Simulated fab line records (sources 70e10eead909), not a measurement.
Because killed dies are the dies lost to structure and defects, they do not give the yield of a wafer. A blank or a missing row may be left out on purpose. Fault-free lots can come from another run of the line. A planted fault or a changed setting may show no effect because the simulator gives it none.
fab line records	flow nand_harc
record: lots: 24	wafers: 72	last_day: 25
route steps=1159 shown A_STAIRCASE@626
lots that met no fault: taken from a fault-free run of the same line
start_h: the number of hours between the record's first day and the start of the first shown wafer of the lot	wait_h: time in hours since the lot's previous step	" the same as in the row above	L1.1+2: a single row standing in for several wafers	- value missing, or start not given	* or withheld: withheld	< > ~ a bound
route shown NAME@n: NAME is a module with steps in the file, n the number in the route of the first one	usual: average and standard deviation across the fault-free wafers	same: alike in all rows	chamber/n: place in a boat	sites: the reading at each site	_std_site: how widely they spread, as a standard deviation	_edge_site: inner sites' mean taken away from outer sites' mean	radius_mm: for every site, how far away it sits from the centre of the wafer	mask NAME#n: copy n	behind: the most recent tool/chamber to have shaped the wafer	hold: cause of the lot's hold/its duration in hours/its outcome	device: which transistor (n, p or np) failed to switch	end of line: tests run on the same wafers once the route is complete	where a step has no rows: the recipe by itself	killed: not the wafer's yield, but the dies lost to structure and defects at the first sort	map: shows each die of a wafer: x if killed, . if not, _ if none is there
set.NAME: the setting the step ran with; set.NAME@STEP: the setting that earlier step ran with	model.NAME: the simulator's own value behind a step, which no gauge read
the route's steps for a sample of lots (tables are steps, rows are wafers)
services: the hour from which a tool's chamber was out of use, counted from the record's first day as start_h (under 0 if before that day), plus the number of hours and why
== steps ==
step: NHARC_A_STAIRCASE_ETCH_232
recipe: target_depth_a: 1000	time_s: 40.5	ion_energy_ev: 400	c4f8_flow_sccm: 20	o2_flow_sccm: 10	ar_flow_sccm: withheld	rf_w: 600	bias_w: 1000	chemistry: C4F8/O2
usual: bias_w: 1000/3	oes_product_au: 0.954/0.019	rf_vpp_V: 896/4.8
lot.wafer	tool	chamber	start_h	wait_h	bias_w	oes_product_au	rf_hours_counter_h	rf_vpp_V
L074.3	rie_diel-01	1	-	-	997	0.938	35	906
L074.4	"	3	"	"	997	0.930	30	902
L074.6	"	2	"	"	1002	0.928	-	904
L075.3	rie_diel-08	3	-	-	1003	0.950	42	890
L075.6	"	0	"	"	997	0.958	-	898
L075.5	"	1	"	"	996	0.956	-	892
L077.2	rie_diel-08	3	-	-	1001	0.973	43	889
L077.3	"	0	"	"	1003	0.982	44	897
L077.4	"	1	"	"	1002	0.965	47	892
L076.1	rie_diel-08	3	-	-	1007	0.953	47	891
L076.2	"	0	"	"	1001	0.951	48	895
L076.5	"	2	"	"	1005	0.948	-	899
L078.2	rie_diel-08	0	-	-	1000	0.952	49	897
L078.4	"	1	"	"	1000	0.947	52	893
L078.5	"	1	"	"	1002	0.949	-	893
L079.1	rie_diel-08	0	-	-	1003	0.986	49	897
L079.6	"	1	"	"	1001	0.964	-	892
L079.5	"	2	"	"	999	0.941	-	898
L080.3	rie_diel-03	0	-	-	1002	0.974	21	899
L080.1	"	2	"	"	998	0.969	20	899
L080.2	"	3	"	"	1003	0.938	21	893
L082.3	rie_diel-03	0	-	-	1003	0.956	24	898
L082.1	"	2	"	"	1003	0.975	25	900
L082.6	"	1	"	"	1003	0.956	-	892
L081.1	rie_diel-03	3	-	-	1001	0.933	24	896
L081.3	"	1	"	"	998	0.916	25	893
L081.6	"	0	"	"	1000	0.960	-	898
L084.1	rie_diel-03	0	-	-	999	0.985	28	898
L084.4	"	2	"	"	998	0.949	27	899
L084.5	"	0	"	"	997	0.978	-	897
L083.4	rie_diel-01	2	-	-	1003	0.901	53	902
L083.2	"	1	"	"	999	0.909	52	905
L083.6	"	3	"	"	1004	0.916	-	901
L089.3	rie_diel-08	2	-	-	1003	0.944	6	898
L089.2	"	3	"	"	1000	0.955	5	889
L089.6	"	1	"	"	1004	0.943	-	892
L085.2	rie_diel-08	3	-	-	1003	0.978	5	890
L085.4	"	0	"	"	997	0.944	6	894
L085.1	"	2	"	"	1002	0.970	6	898
L086.3	rie_diel-08	3	-	-	998	0.993	7	890
L086.1	"	2	"	"	996	0.960	8	899
L086.5	"	0	"	"	996	0.966	-	896
L087.3	rie_diel-03	3	-	-	1005	0.943	38	894
L087.5	"	0	"	"	1001	0.956	-	898
L087.6	"	1	"	"	1000	0.954	-	891
L088.3	rie_diel-08	0	-	-	999	0.985	9	896
L088.1	"	1	"	"	999	0.953	10	892
L088.5	"	0	"	"	997	0.979	-	894
L090.2	rie_diel-01	3	-	-	996	0.943	2	902
L090.1	"	1	"	"	1004	0.947	2	903
L090.6	"	3	"	"	997	0.934	-	901
L091.2	rie_diel-03	1	-	-	995	0.942	43	891
L091.3	"	2	"	"	1000	0.972	42	898
L091.4	"	0	"	"	998	0.962	44	899
L092.4	rie_diel-08	2	-	-	998	0.970	18	899
L092.5	"	1	"	"	996	0.966	-	891
L092.6	"	2	"	"	999	0.966	-	899
L094.2	rie_diel-08	3	-	-	1000	0.973	20	890
L094.1	"	0	"	"	1002	0.972	19	896
L094.3	"	2	"	"	999	0.947	21	898
L093.4	rie_diel-01	2	-	-	997	0.927	10	904
L093.3	"	3	"	"	995	0.943	11	901
L093.5	"	2	"	"	996	0.929	-	902
L095.4	rie_diel-08	2	-	-	1003	0.970	23	898
L095.2	"	3	"	"	999	0.988	22	891
L095.6	"	0	"	"	1003	0.974	-	895
L096.4	rie_diel-01	1	-	-	1005	0.957	12	906
L096.2	"	3	"	"	998	0.942	12	902
L096.3	"	0	"	"	997	0.939	12	904
L097.2	rie_diel-08	0	-	-	997	0.974	27	895
L097.3	"	1	"	"	1003	0.959	29	891
L097.6	"	2	"	"	999	0.956	-	897
step: NHARC_A_STAIRCASE_STRIP_238
recipe: power_w: 1500	temp_c: 250	chemistry: O2
usual: drypump_motor_current_A: 5.61/0.27	heater_power_w: 344/45
lot.wafer	tool	chamber	start_h	wait_h	drypump_motor_current_A	heater_power_w	rf_hours_counter_h
L074.4	plasma_asher-02	0	251.34	0.2	5.35	370	-
L074.3	"	1	"	"	6.01	306	-
L074.6	"	0	"	"	5.36	397	-
L075.3	plasma_asher-02	0	252.19	0.4	5.35	403	-
L075.6	"	0	"	"	5.35	392	-
L075.5	"	1	"	"	6.00	305	-
L077.2	plasma_asher-01	1	253.56	0.1	5.36	301	54
L077.3	"	1	"	"	5.36	294	-
L077.4	"	0	"	"	5.72	405	-
L076.2	plasma_asher-01	1	261.93	0.1	5.37	292	56
L076.1	"	0	"	"	5.78	399	56
L076.5	"	1	"	"	5.36	305	-
L078.2	plasma_asher-02	0	264.15	0.1	5.34	391	26
L078.4	"	0	"	"	5.35	383	-
L078.5	"	1	"	"	6.00	306	-
L079.1	plasma_asher-01	0	266.01	0.1	5.77	400	57
L079.6	"	1	"	"	5.35	303	-
L079.5	"	0	"	"	5.77	397	-
L080.2	plasma_asher-02	0	288.83	0.1	5.33	384	35
L080.1	"	1	"	"	6.02	307	35
L080.3	"	0	"	"	5.34	389	-
L082.1	plasma_asher-02	0	296.82	0.1	5.35	387	38
L082.3	"	1	"	"	5.98	315	-
L082.6	"	1	"	"	6.00	307	-
L081.1	plasma_asher-01	1	297.35	0.1	5.34	285	5
L081.3	"	1	"	"	5.40	294	-
L081.6	"	0	"	"	5.76	377	-
L084.1	plasma_asher-02	1	302.42	0.1	6.00	315	40
L084.4	"	1	"	"	6.01	304	-
L084.5	"	0	"	"	5.34	389	-
L083.2	plasma_asher-01	1	303.15	0.1	5.37	283	6
L083.4	"	0	"	"	5.76	379	-
L083.6	"	1	"	"	5.33	288	-
L089.2	plasma_asher-02	1	322.66	0.1	6.01	308	47
L089.3	"	0	"	"	5.36	384	-
L089.6	"	0	"	"	5.34	390	-
L085.2	plasma_asher-01	1	323.42	0.1	5.40	291	14
L085.1	"	0	"	"	5.75	378	14
L085.4	"	1	"	"	5.39	282	-
L086.1	plasma_asher-01	0	326.86	0.1	5.75	382	16
L086.3	"	0	"	"	5.74	378	-
L086.5	"	1	"	"	5.44	288	-
L087.3	plasma_asher-01	1	329.39	0.2	5.37	286	-
L087.5	"	0	"	"	5.72	383	-
L087.6	"	1	"	"	5.40	290	-
L088.1	plasma_asher-01	1	332.53	0.1	5.33	287	18
L088.3	"	0	"	"	5.73	372	-
L088.5	"	1	"	"	5.40	291	-
L090.2	plasma_asher-02	1	341.64	0.2	6.01	311	52
L090.1	"	0	"	"	5.34	392	52
L090.6	"	0	"	"	5.34	392	-
L091.2	plasma_asher-02	1	346.60	0.1	6.02	298	55
L091.4	"	1	"	"	6.00	309	-
L091.3	"	0	"	"	5.33	387	-
L092.4	plasma_asher-02	1	356.07	0.2	6.00	312	-
L092.6	"	1	"	"	6.00	311	-
L092.5	"	0	"	"	5.34	396	-
L094.2	plasma_asher-01	0	361.50	0.4	5.75	388	28
L094.1	"	1	"	"	5.39	288	28
L094.3	"	0	"	"	5.74	383	-
L093.3	plasma_asher-01	1	365.41	1.2	5.35	286	-
L093.4	"	0	"	"	5.76	379	-
L093.5	"	0	"	"	5.77	381	-
L095.2	plasma_asher-01	1	368.95	0.8	5.35	282	34
L095.4	"	0	"	"	5.74	384	-
L095.6	"	0	"	"	5.72	389	-
L096.2	plasma_asher-01	1	369.23	0.6	5.35	289	34
L096.3	"	1	"	"	5.39	287	-
L096.4	"	0	"	"	5.76	384	-
L097.2	plasma_asher-02	1	391.65	0.1	6.01	323	4
L097.3	"	0	"	"	5.33	417	-
L097.6	"	1	"	"	6.03	325	-
step: NHARC_A_STAIRCASE_ETCH_452
recipe: target_depth_a: 300	overetch_a: 30	time_s: 16.5	ion_energy_ev: 100	cf4_flow_sccm: 80	o2_flow_sccm: 20	ar_flow_sccm: 0	rf_w: 300	bias_w: 100	chemistry: CF4/O2
usual: bias_w: 100.0/0.32	drypump_motor_current_A: 5.9/0.42	oes_product_au: 1.005/0.014	rf_vpp_V: 197.8/1.4	showerhead_plenum_p_Torr: 1.33/0.053	throttle_valve_pct: 13.397/0.0099
lot.wafer	tool	chamber	start_h	wait_h	bias_w	drypump_motor_current_A	oes_product_au	rf_hours_counter_h	rf_vpp_V	showerhead_plenum_p_Torr	throttle_valve_pct
L074.3	rie_diel-08	2	-	-	100.3	6.2	1.007	47	197.0	1.36	13.403
L074.4	"	3	"	"	99.9	6.5	1.029	44	196.6	1.28	13.403
L074.6	"	1	"	"	99.9	6.1	1.028	-	197.0	1.30	13.403
L075.3	rie_diel-03	1	-	-	100.7	5.7	1.007	11	197.0	1.30	13.391
L075.6	"	0	"	"	99.2	5.7	1.000	-	198.3	1.37	13.404
L075.5	"	1	"	"	100.4	5.6	1.004	-	197.3	1.30	13.365
L077.4	rie_diel-03	1	-	-	100.2	5.6	1.007	13	197.9	1.30	13.388
L077.3	"	2	"	"	100.2	5.5	1.030	12	198.5	1.37	13.400
L077.2	"	0	"	"	100.0	5.7	1.020	14	198.1	1.36	13.397
L076.1	rie_diel-03	2	-	-	99.9	5.5	1.022	15	199.0	1.37	13.409
L076.2	"	0	"	"	100.1	5.7	1.023	16	199.3	1.36	13.395
L076.5	"	3	"	"	100.0	5.6	0.989	-	198.3	1.32	13.417
L078.2	rie_diel-01	3	-	-	100.1	5.1	1.002	38	201.2	1.40	13.400
L078.4	"	2	"	"	99.3	6.4	0.983	43	199.4	1.41	13.394
L078.5	"	0	"	"	99.3	5.9	1.008	-	196.5	1.23	13.379
L079.1	rie_diel-08	0	-	-	99.9	6.2	1.014	50	195.6	1.34	13.394
L079.6	"	1	"	"	100.1	6.0	1.007	-	196.6	1.30	13.418
L079.5	"	2	"	"	99.7	6.2	1.002	-	199.6	1.36	13.368
L080.1	rie_diel-08	3	-	-	99.9	6.5	1.028	57	196.7	1.27	13.402
L080.2	"	0	"	"	99.6	6.2	1.020	60	197.6	1.34	13.416
L080.3	"	2	"	"	100.1	6.3	1.015	60	197.3	1.36	13.406
L081.3	rie_diel-03	1	-	-	100.4	5.7	1.001	29	197.4	1.30	13.390
L081.1	"	3	"	"	99.3	5.6	0.987	27	196.4	1.32	13.391
L081.6	"	1	"	"	100.1	5.7	0.991	-	197.2	1.30	13.397
L082.1	rie_diel-01	0	-	-	100.1	5.8	0.989	54	196.1	1.23	13.401
L082.3	"	3	"	"	99.9	5.1	0.992	50	197.3	1.39	13.403
L082.6	"	1	"	"	100.2	5.2	0.986	-	199.4	1.43	13.399
L084.4	rie_diel-01	0	-	-	100.4	5.9	0.997	55	195.7	1.23	13.415
L084.1	"	1	"	"	100.0	5.2	0.984	55	199.0	1.43	13.400
L084.5	"	0	"	"	100.1	5.8	1.002	-	196.0	1.23	13.414
L083.2	rie_diel-01	3	-	-	99.8	5.0	0.997	51	199.4	1.39	13.397
L083.4	"	0	"	"	100.3	5.9	1.008	55	196.2	1.23	13.393
L083.6	"	3	"	"	99.6	5.0	1.002	-	199.7	1.39	13.376
L089.2	rie_diel-08	0	-	-	100.2	6.2	1.011	8	196.8	1.33	13.380
L089.3	"	1	"	"	100.2	6.0	0.988	9	196.7	1.29	13.410
L089.6	"	0	"	"	100.1	6.2	1.009	-	198.3	1.33	13.396
L085.4	rie_diel-03	3	-	-	100.0	5.6	1.000	39	197.2	1.32	13.396
L085.2	"	0	"	"	100.3	5.7	1.011	39	198.7	1.36	13.408
L085.1	"	2	"	"	99.9	5.5	1.006	37	197.2	1.37	13.397
L086.3	rie_diel-03	0	-	-	100.7	5.7	1.000	42	197.9	1.36	13.397
L086.1	"	1	"	"	100.0	5.6	1.004	40	197.9	1.29	13.395
L086.5	"	0	"	"	100.4	5.7	0.999	-	199.0	1.36	13.403
L087.3	rie_diel-03	1	-	-	100.4	5.7	1.001	40	195.4	1.29	13.391
L087.6	"	3	"	"	99.7	5.6	0.988	-	195.7	1.32	13.400
L087.5	"	0	"	"	99.9	5.7	1.004	-	199.3	1.36	13.396
L088.3	rie_diel-08	2	-	-	100.4	6.2	1.008	11	198.6	1.35	13.402
L088.1	"	0	"	"	99.5	6.2	1.029	11	198.0	1.33	13.382
L088.5	"	2	"	"	99.7	6.2	1.018	-	197.3	1.35	13.390
L090.2	rie_diel-08	3	-	-	99.6	6.5	1.022	13	195.7	1.27	13.392
L090.1	"	1	"	"	100.1	6.0	0.996	15	196.6	1.29	13.383
L090.6	"	0	"	"	100.4	6.2	1.015	-	198.0	1.33	13.407
L091.2	rie_diel-08	1	-	-	99.7	6.0	0.994	17	196.5	1.29	13.416
L091.4	"	2	"	"	99.5	6.2	1.017	16	198.1	1.35	13.397
L091.3	"	3	"	"	100.4	6.5	1.019	15	196.9	1.27	13.407
L092.4	rie_diel-08	0	-	-	99.7	6.2	1.006	21	197.9	1.33	13.394
L092.5	"	0	"	"	99.9	6.2	1.009	-	196.4	1.33	13.400
L092.6	"	1	"	"	99.5	6.0	0.995	-	194.7	1.29	13.379
L094.3	rie_diel-08	2	-	-	99.8	6.2	0.998	24	198.8	1.35	13.402
L094.2	"	3	"	"	100.1	6.5	1.031	23	198.4	1.27	13.408
L094.1	"	0	"	"	100.4	6.2	1.018	22	198.7	1.33	13.401
L093.4	rie_diel-01	2	-	-	100.0	6.3	0.986	12	198.2	1.41	13.372
L093.3	"	1	"	"	100.2	5.2	0.992	12	199.4	1.43	13.386
L093.5	"	3	"	"	100.2	5.0	0.989	-	198.2	1.39	13.398
L095.2	rie_diel-08	1	-	-	100.1	6.0	0.999	26	196.9	1.29	13.385
L095.4	"	0	"	"	100.1	6.2	1.011	25	197.1	1.33	13.396
L095.6	"	1	"	"	100.0	6.0	0.994	-	195.9	1.29	13.411
L096.4	rie_diel-03	1	-	-	100.2	5.7	0.990	55	196.5	1.29	13.405
L096.3	"	2	"	"	100.1	5.5	1.001	56	198.3	1.36	13.401
L096.2	"	0	"	"	100.0	5.7	1.001	59	198.6	1.35	13.397
L097.3	rie_diel-01	3	-	-	99.8	5.1	0.977	23	199.7	1.39	13.391
L097.2	"	0	"	"	100.2	5.8	1.000	23	200.3	1.44	13.389
L097.6	"	2	"	"	99.6	6.4	0.983	-	199.0	1.40	13.401
step: NHARC_A_STAIRCASE_HM_DEP_462
recipe: target_thk_a: 8000	temp_c: 400	material: aC
usual: throttle_valve_pct: 35.000/0.0087
lot.wafer	tool	chamber	start_h	wait_h	throttle_valve_pct
L074.3	acl_dep-03	0	261.61	1.7	34.991
L074.4	"	0	"	"	35.002
L074.6	"	0	"	"	34.993
L075.3	acl_dep-03	0	263.45	2.9	34.990
L075.5	"	0	"	"	34.995
L075.6	"	0	"	"	34.989
L077.2	acl_dep-01	0	265.46	0.9	34.999
L077.3	"	0	"	"	35.011
L077.4	"	0	"	"	35.001
L076.1	acl_dep-01	0	270.73	0.8	34.998
L076.2	"	0	"	"	34.997
L076.5	"	0	"	"	34.987
L078.2	acl_dep-02	0	272.42	0.4	35.000
L078.4	"	0	"	"	34.983
L078.5	"	0	"	"	35.021
L079.1	acl_dep-02	0	273.99	0.1	34.995
L079.5	"	0	275.23	1.3	35.013
L079.6	"	0	"	"	35.005
L080.1	acl_dep-03	0	297.34	0.9	34.985
L080.2	"	0	"	"	35.006
L080.3	"	0	"	"	34.997
L081.1	acl_dep-03	0	308.04	0.6	34.996
L081.3	"	0	"	"	34.988
L081.6	"	0	"	"	35.010
L082.1	acl_dep-01	0	309.72	1.2	34.997
L082.3	"	0	"	"	35.009
L082.6	"	0	"	"	34.992
L084.1	acl_dep-02	0	311.52	0.1	34.997
L084.4	"	0	"	"	35.007
L084.5	"	0	"	"	35.001
L083.2	acl_dep-03	0	313.23	0.7	34.999
L083.4	"	0	"	"	35.007
L083.6	"	0	"	"	35.011
L089.2	acl_dep-01	0	331.84	1.1	34.990
L089.3	"	0	"	"	35.001
L089.6	"	0	"	"	35.004
L085.1	acl_dep-02	0	332.06	0.9	34.980
L085.2	"	0	"	"	34.995
L085.4	"	0	"	"	34.996
L086.1	acl_dep-03	0	336.00	0.1	35.013
L086.3	"	0	"	"	35.019
L086.5	"	0	"	"	35.000
L087.3	acl_dep-02	0	337.99	0.7	34.988
L087.5	"	0	"	"	34.992
L087.6	"	0	"	"	35.003
L088.1	acl_dep-02	0	339.89	0.1	35.008
L088.3	"	0	"	"	35.010
L088.5	"	0	"	"	34.997
L090.1	acl_dep-03	0	350.45	0.2	35.017
L090.2	"	0	"	"	34.992
L090.6	"	0	351.97	1.7	34.990
L091.2	acl_dep-03	0	355.75	1.0	34.992
L091.3	"	0	"	"	34.998
L091.4	"	0	"	"	35.002
L092.4	acl_dep-03	0	371.50	4.4	35.010
L092.5	"	0	"	"	34.993
L092.6	"	0	"	"	35.015
L094.1	acl_dep-01	0	384.92	10.6	35.017
L094.2	"	0	"	"	35.002
L094.3	"	0	"	"	35.005
L093.3	acl_dep-03	0	387.11	9.8	35.002
L093.4	"	0	"	"	35.002
L093.5	"	0	"	"	35.002
L095.2	acl_dep-01	0	388.79	4.6	34.995
L095.4	"	0	"	"	34.990
L095.6	"	0	"	"	35.001
L096.2	acl_dep-03	0	390.56	4.5	34.995
L096.3	"	0	"	"	34.999
L096.4	"	0	"	"	35.010
L097.2	acl_dep-03	0	404.25	0.9	35.000
L097.3	"	0	"	"	35.001
L097.6	"	0	"	"	34.990
step: NHARC_A_STAIRCASE_STRIP_316
recipe: o2_flow_sccm: 500	ar_flow_sccm: 0	bias_w: 0	chemistry: O2
usual: drypump_motor_current_A: 5.9/0.47	oes_product_au: 1.003/0.015	rf_vpp_V: 57.8/0.91	showerhead_plenum_p_Torr: 3.56/0.15	throttle_valve_pct: 17.036/0.0091
same: bias_w: 0
lot.wafer	tool	chamber	start_h	wait_h	drypump_motor_current_A	oes_product_au	rf_hours_counter_h	rf_vpp_V	showerhead_plenum_p_Torr	throttle_valve_pct
L074.3	rie_diel-01	3	-	-	5.1	1.003	37	59.4	3.68	17.046
L074.4	"	3	"	"	5.0	0.995	-	57.7	3.68	17.050
L074.6	"	2	"	"	6.4	0.982	-	58.3	3.73	17.038
L075.3	rie_diel-01	1	-	-	5.2	0.981	43	58.4	3.78	17.045
L075.5	"	1	"	"	5.2	0.981	-	58.0	3.78	17.042
L075.6	"	2	"	"	6.4	0.976	-	58.8	3.73	17.029
L077.4	rie_diel-01	1	-	-	5.2	0.990	43	57.8	3.78	17.039
L077.2	"	2	"	"	6.3	0.977	43	58.3	3.73	17.029
L077.3	"	3	"	"	5.1	0.995	38	58.7	3.68	17.036
L076.1	rie_diel-08	2	-	-	6.2	0.997	54	57.8	3.59	17.027
L076.2	"	3	"	"	6.5	1.029	51	56.4	3.37	17.043
L076.5	"	1	"	"	6.1	1.012	-	58.4	3.43	17.030
L078.2	rie_diel-01	3	-	-	5.1	0.991	40	58.1	3.68	17.040
L078.4	"	0	"	"	5.9	1.002	44	57.2	3.27	17.038
L078.5	"	3	"	"	5.1	1.003	-	58.2	3.68	17.039
L079.1	rie_diel-03	1	-	-	5.7	1.001	18	56.4	3.43	17.019
L079.6	"	2	"	"	5.5	1.016	-	57.7	3.62	17.023
L079.5	"	3	"	"	5.6	0.974	-	58.3	3.49	17.032
L080.3	rie_diel-08	1	-	-	6.0	1.013	65	57.0	3.42	17.054
L080.1	"	2	"	"	6.3	1.007	63	58.0	3.58	17.033
L080.2	"	0	"	"	6.2	1.031	63	58.2	3.53	17.034
L081.1	rie_diel-08	0	-	-	6.2	1.020	1	57.6	3.53	17.029
L081.3	"	1	"	"	6.1	1.003	1	56.9	3.42	17.046
L081.6	"	3	"	"	6.5	1.036	-	59.8	3.37	17.033
L082.1	rie_diel-08	0	-	-	6.2	1.025	1	57.8	3.53	17.061
L082.3	"	1	"	"	6.0	1.004	1	56.9	3.42	17.043
L082.6	"	2	"	"	6.3	1.018	-	58.6	3.58	17.031
L084.4	rie_diel-03	2	-	-	5.5	1.006	33	58.2	3.61	17.025
L084.1	"	3	"	"	5.6	0.994	35	57.7	3.49	17.039
L084.5	"	0	"	"	5.7	1.002	-	57.5	3.59	17.042
L083.4	rie_diel-01	2	-	-	6.3	0.984	60	59.5	3.72	17.038
L083.2	"	3	"	"	5.0	1.000	54	59.0	3.67	17.019
L083.6	"	0	"	"	5.9	1.010	-	56.6	3.26	17.036
L089.3	rie_diel-08	0	-	-	6.2	1.025	10	57.0	3.52	17.046
L089.2	"	2	"	"	6.3	1.011	11	56.4	3.58	17.036
L089.6	"	0	"	"	6.2	1.017	-	58.3	3.52	17.042
L085.1	rie_diel-01	1	-	-	5.2	1.006	1	57.5	3.77	17.036
L085.2	"	2	"	"	6.4	0.979	1	58.2	3.71	17.038
L085.4	"	3	"	"	5.1	0.995	1	58.1	3.67	17.049
L086.1	rie_diel-08	0	-	-	6.2	1.003	12	57.0	3.52	17.039
L086.3	"	1	"	"	6.0	0.990	13	56.4	3.42	17.028
L086.5	"	0	"	"	6.2	1.017	-	58.0	3.52	17.052
L087.3	rie_diel-03	0	-	-	5.7	1.004	43	58.8	3.59	17.044
L087.6	"	1	"	"	5.7	1.005	-	57.8	3.42	17.031
L087.5	"	2	"	"	5.5	1.010	-	57.6	3.60	17.033
L088.3	rie_diel-08	1	-	-	6.1	0.998	14	56.7	3.41	17.024
L088.1	"	0	"	"	6.2	1.030	13	56.3	3.52	17.048
L088.5	"	1	"	"	6.0	0.995	-	55.1	3.41	17.036
L090.1	rie_diel-01	0	-	-	5.9	0.991	7	57.5	3.80	17.049
L090.2	"	3	"	"	5.1	0.998	7	57.9	3.67	17.035
L090.6	"	1	"	"	5.2	0.993	-	59.5	3.77	17.050
L091.2	rie_diel-01	2	-	-	6.3	0.981	9	58.2	3.71	17.019
L091.4	"	3	"	"	5.1	0.999	9	57.8	3.66	17.052
L091.3	"	1	"	"	5.2	1.006	10	57.6	3.77	17.034
L092.4	rie_diel-03	1	-	-	5.6	1.002	52	56.2	3.42	17.054
L092.6	"	1	"	"	5.7	0.995	-	55.9	3.42	17.031
L092.5	"	2	"	"	5.5	1.015	-	57.8	3.60	17.020
L094.3	rie_diel-03	3	-	-	5.6	0.983	61	57.8	3.47	17.039
L094.1	"	0	"	"	5.7	0.996	60	56.0	3.58	17.026
L094.2	"	1	"	"	5.7	1.003	57	58.5	3.41	17.038
L093.4	rie_diel-08	3	-	-	6.5	1.015	28	58.1	3.35	17.042
L093.3	"	1	"	"	6.1	0.998	29	56.0	3.41	17.027
L093.5	"	0	"	"	6.2	1.008	-	58.6	3.51	17.032
L095.4	rie_diel-01	2	392.39	-	6.3	0.982	19	59.0	3.70	17.049
L095.2	"	0	"	"	5.8	0.993	19	59.5	3.80	17.046
L095.6	"	3	"	"	5.1	0.985	-	58.5	3.66	17.013
L096.2	rie_diel-08	3	-	-	6.5	1.023	30	57.3	3.35	17.049
L096.4	"	0	"	"	6.2	1.015	30	56.7	3.51	17.033
L096.3	"	2	"	"	6.3	1.004	32	58.3	3.57	17.030
L097.2	rie_diel-08	2	-	-	6.3	1.006	36	57.6	3.56	17.039
L097.3	"	3	"	"	6.5	1.032	33	56.7	3.35	17.042
L097.6	"	2	"	"	6.2	0.999	-	58.5	3.56	17.034
step: NHARC_A_STAIRCASE_ALD_415
recipe: target_thk_a: 300	pulse_time_s: 6	ald_cycles: 300	temp_c: 300	material: SiO2
usual: heater_power_w: 457/42	precursor_pulse_height_rel: 1.002/0.021
lot.wafer	tool	chamber	start_h	wait_h	heater_power_w	precursor_pulse_height_rel
L074.3	ald_hk-01	2	266.43	0.4	394	0.988
L074.4	"	3	"	"	465	1.000
L074.6	"	2	"	"	411	0.983
L075.3	ald_hk-03	1	268.23	0.5	442	0.977
L075.6	"	3	"	"	407	0.985
L075.5	"	0	"	"	431	1.005
L077.4	ald_hk-04	0	270.08	0.1	436	0.983
L077.3	"	1	"	"	529	0.996
L077.2	"	3	"	"	460	1.011
L076.1	ald_hk-04	1	276.96	0.3	532	0.977
L076.2	"	2	"	"	534	1.000
L076.5	"	0	"	"	431	0.992
L078.4	ald_hk-01	1	277.17	0.1	419	1.010
L078.2	"	2	"	"	382	1.026
L078.5	"	2	"	"	395	1.012
L079.1	ald_hk-04	0	278.71	0.1	439	0.972
L079.5	"	0	"	"	431	1.013
L079.6	"	1	"	"	519	0.967
L080.2	ald_hk-03	0	302.43	0.1	443	1.041
L080.3	"	2	"	"	467	0.977
L080.1	"	3	"	"	406	0.968
L081.1	ald_hk-01	3	313.13	0.3	466	0.991
L081.3	"	0	"	"	491	0.967
L081.6	"	2	"	"	396	0.971
L082.1	ald_hk-03	1	314.72	0.3	443	0.972
L082.3	"	2	"	"	472	0.995
L082.6	"	1	"	"	457	1.014
L084.1	ald_hk-01	3	317.58	0.1	467	0.985
L084.4	"	0	"	"	496	0.975
L084.5	"	0	"	"	498	1.025
L083.4	ald_hk-03	2	318.86	0.3	486	1.017
L083.2	"	3	"	"	404	1.020
L083.6	"	1	"	"	435	1.035
L085.2	ald_hk-04	1	336.82	0.1	540	1.025
L085.4	"	2	"	"	534	0.983
L085.1	"	3	"	"	478	0.978
L089.3	ald_hk-01	2	336.91	0.3	399	0.994
L089.2	"	0	"	"	501	0.999
L089.6	"	2	"	"	409	1.012
L086.1	ald_hk-01	3	341.13	0.3	472	0.992
L086.3	"	1	"	"	426	0.998
L086.5	"	3	"	"	482	0.968
L087.3	ald_hk-01	0	342.79	0.5	501	0.995
L087.6	"	2	"	"	407	0.984
L087.5	"	3	"	"	469	0.981
L088.1	ald_hk-03	1	346.64	0.1	402	0.994
L088.3	"	0	"	"	459	1.029
L088.5	"	2	"	"	484	0.982
L090.1	ald_hk-03	3	355.39	0.3	431	1.009
L090.2	"	0	"	"	463	0.987
L090.6	"	3	"	"	433	1.020
L091.4	ald_hk-01	2	360.94	0.1	410	1.014
L091.3	"	3	"	"	471	1.024
L091.2	"	0	"	"	511	0.982
L092.4	ald_hk-01	1	376.08	0.8	433	1.001
L092.5	"	2	"	"	402	1.006
L092.6	"	3	"	"	471	0.997
L094.1	ald_hk-01	1	389.60	0.1	429	1.013
L094.3	"	2	"	"	405	0.995
L094.2	"	0	"	"	505	0.995
L093.3	ald_hk-01	0	391.15	0.1	495	1.046
L093.4	"	1	"	"	431	0.957
L093.5	"	1	"	"	429	1.008
L095.4	ald_hk-03	3	393.46	0.3	434	0.962
L095.2	"	0	"	"	455	1.009
L095.6	"	3	"	"	432	1.026
L096.4	ald_hk-04	0	395.10	0.1	440	1.026
L096.3	"	1	"	"	549	1.052
L096.2	"	2	"	"	519	0.991
L097.2	ald_hk-04	0	409.15	0.5	448	0.991
L097.3	"	1	"	"	555	0.978
L097.6	"	2	"	"	511	1.010
== services ==
tool	chamber	start_h	hours	kind
ald_hk-01	-	228.48	10.0	pm
rie_diel-08	0	232.27	-	clean
rie_diel-08	1	232.27	-	clean
rie_diel-08	2	232.27	-	clean
rie_diel-08	3	232.27	-	clean
ald_hk-01	-	244.15	10.0	repair
rie_diel-08	0	256.77	-	clean
rie_diel-08	1	256.77	-	clean
rie_diel-08	2	256.77	-	clean
ald_hk-04	-	257.75	0.8	repair
rie_diel-01	0	264.34	4.4	repair
rie_diel-08	3	265.31	3.5	repair
plasma_asher-01	-	277.00	9.0	pm
acl_dep-01	-	292.61	13.0	pm
rie_diel-08	-	301.80	9.0	pm
rie_diel-01	-	323.45	9.0	pm
ald_hk-03	-	334.38	0.9	repair
acl_dep-02	-	351.43	13.0	pm
plasma_asher-02	-	360.72	9.0	pm
ald_hk-04	-	364.77	10.0	pm
acl_dep-02	-	366.11	0.3	repair
ald_hk-01	-	372.12	0.6	repair
rie_diel-03	-	392.35	9.0	pm
acl_dep-03	-	405.79	13.0	pm
== key ==
fault none
